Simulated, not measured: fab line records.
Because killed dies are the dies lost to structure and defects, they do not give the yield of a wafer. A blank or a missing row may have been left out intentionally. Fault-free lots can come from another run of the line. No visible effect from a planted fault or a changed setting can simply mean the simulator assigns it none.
Which tool is to blame?	flow nand harc	21 wafers from 7 lots sampled at 2 of the route's 1302 steps

== WHAT EACH GAUGE READ, for each wafer ==
NHARC_A_ONON_D1_THK_MEAS_02: measures by ellipsometry.
lot	measured	on	thk nm (nm)
L216	day 8 07:40	film metro-01	997 997 996
L219	day 9 11:45	film metro-02	996 996 996
L222	day 10 11:56	film metro-01	1164 1162 1165
L230	day 13 21:53	film metro-01	992 993 994
L234	day 15 13:28	film metro-01	996 996 1001
L236	day 16 09:32	film metro-02	1003 1002 1002
L238	day 17 03:49	film metro-01	1010 1009 1011

== EACH LOT AND THE TOOL THAT RAN IT (in order: tool; ch and the chambers of the sampled wafers; start) ==
lot	NHARC_A_ONON_D1_DEP_00
L216	pecvd onon-03 ch 0, day 8 07:10
L219	pecvd onon-01 ch 0, day 9 11:14
L222	pecvd onon-02 ch 0, day 10 11:25
L230	pecvd onon-02 ch 0, day 13 21:26
L234	pecvd onon-02 ch 0, day 15 12:57
L236	pecvd onon-03 ch 0, day 16 09:02
L238	pecvd onon-02 ch 0, day 17 03:19
- NHARC_A_ONON_D1_DEP_00: target thk 1000 nm.

== THE ANSWER, worked out from the rows above alone ==
Rule: the lots themselves supply what counts as usual. The widest of any qualifying gaps counts: lots, ordered by their means at a reading, are off when they make up no more than a third of the lots, leave a main group of 4 or more, and stand apart from it by 3 or more times the standard deviation of that group's means. Not used: any main group whose means are identical at the precision the tables above print for the reading. Also off: a lot with no number at a reading for which 4 or more lots have one. All remaining lots with rows at the step are treated as sound.
Off: L222, at NHARC_A_ONON_D1_THK_MEAS_02 (thk nm). Mean 999 nm and standard deviation 5.5 in the main group.
A tool fits if, at a process step before that reading, it ran every lot that is off, and no sound lot after the first of them. Gauges at NHARC_A_ONON_D1_THK_MEAS_02: tried the same way as those tools. No candidate that was tried fits.

== WHAT THE SIMULATOR PUT IN ==
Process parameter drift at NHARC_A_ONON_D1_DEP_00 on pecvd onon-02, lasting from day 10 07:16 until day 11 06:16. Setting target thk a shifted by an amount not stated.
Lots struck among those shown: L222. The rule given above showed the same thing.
